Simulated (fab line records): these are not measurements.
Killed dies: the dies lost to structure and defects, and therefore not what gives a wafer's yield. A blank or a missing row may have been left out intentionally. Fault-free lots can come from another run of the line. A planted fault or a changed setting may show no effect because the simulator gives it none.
Matching of chambers | flow n5-finfet | 4 sister chambers for N5_BEOL_M8_DESCUM_16 on rie-diel-03
The step chemistry O2, time 7.9 s. 16 wafers are shown with their chamber, then 8 later ones without.

WAFERS WITH THEIR CHAMBER
wafer  | chamber | showerhead-plenum-p-Torr (Torr) | throttle-valve-pct (%) | drypump-motor-current-A (A)
L075.1 | 0       | 2.15                            | 20.74                  | 5.7
L075.3 | 3       | 2.09                            | 20.81                  | 5.5
L075.6 | 3       | 2.09                            | 20.80                  | 5.5
L077.1 | 3       | 2.09                            | 20.80                  | 5.5
L077.2 | 1       | 2.00                            | 20.02                  | 5.4
L077.5 | 2       | 2.22                            | 20.15                  | 5.7
L080.1 | 1       | 2.00                            | 20.05                  | 5.4
L080.4 | 1       | 2.00                            | 20.05                  | 5.5
L080.6 | 3       | 2.08                            | 20.81                  | 5.5
L082.2 | 0       | 2.15                            | 20.39                  | 5.6
L082.3 | 1       | 1.99                            | 20.06                  | 5.4
L082.6 | 0       | 2.15                            | 20.39                  | 5.6
L085.2 | 2       | 2.21                            | 20.18                  | 5.8
L085.4 | 1       | 1.99                            | 20.05                  | 5.5
L085.5 | 3       | 2.08                            | 20.84                  | 5.5
L090.3 | 0       | 2.14                            | 20.41                  | 5.7

SIGNATURES (means of the wafers above)
reading                  | chamber 0 | chamber 1 | chamber 2 | chamber 3 | scatter within a chamber
showerhead-plenum-p-Torr | 2.1475    | 1.9960    | 2.2150    | 2.0860    | 0.00552
throttle-valve-pct       | 20.4825   | 20.0460   | 20.1650   | 20.8120   | 0.0871
drypump-motor-current-A  | 5.650     | 5.440     | 5.750     | 5.500     | 0.0474
Rule: for each reading, subtract the chamber's mean from the wafer's reading, divide by that reading's scatter and square the result; add these up over the readings and take the root, which gives the wafer's distance from the chamber. If the next closest chamber is less than 2 further off than the closest, the wafer can't be placed; otherwise it belongs to the closest. The scatter is the square root of a quotient: the sum, over the shown wafers, of each reading's squared deviation from its chamber's mean, divided by wafers minus chambers.

WAFERS WITHOUT THEIR CHAMBER
wafer  | showerhead-plenum-p-Torr (Torr) | throttle-valve-pct (%) | drypump-motor-current-A (A)
L090.4 | 2.07                            | 20.86                  | 5.6
L090.6 | 1.99                            | 20.08                  | 5.4
L097.2 | 2.20                            | 20.22                  | 5.8
L097.3 | 1.98                            | 20.10                  | 5.5
L097.6 | 1.98                            | 20.10                  | 5.4
L094.1 | 2.14                            | 20.42                  | 5.7
L094.4 | 1.98                            | 20.10                  | 5.4
L094.6 | 2.20                            | 20.23                  | 5.8

EACH ONE'S CHAMBER
wafer  | from the rows above | in truth
L090.4 | 3                   | 3
L090.6 | 1                   | 1
L097.2 | 2                   | 2
L097.3 | 1                   | 1
L097.6 | 1                   | 1
L094.1 | 0                   | 0
L094.4 | 1                   | 1
L094.6 | 2                   | 2
Correct placement for 8 of the 8. Can't be placed from these rows: 0. Number placed wrongly: 0.
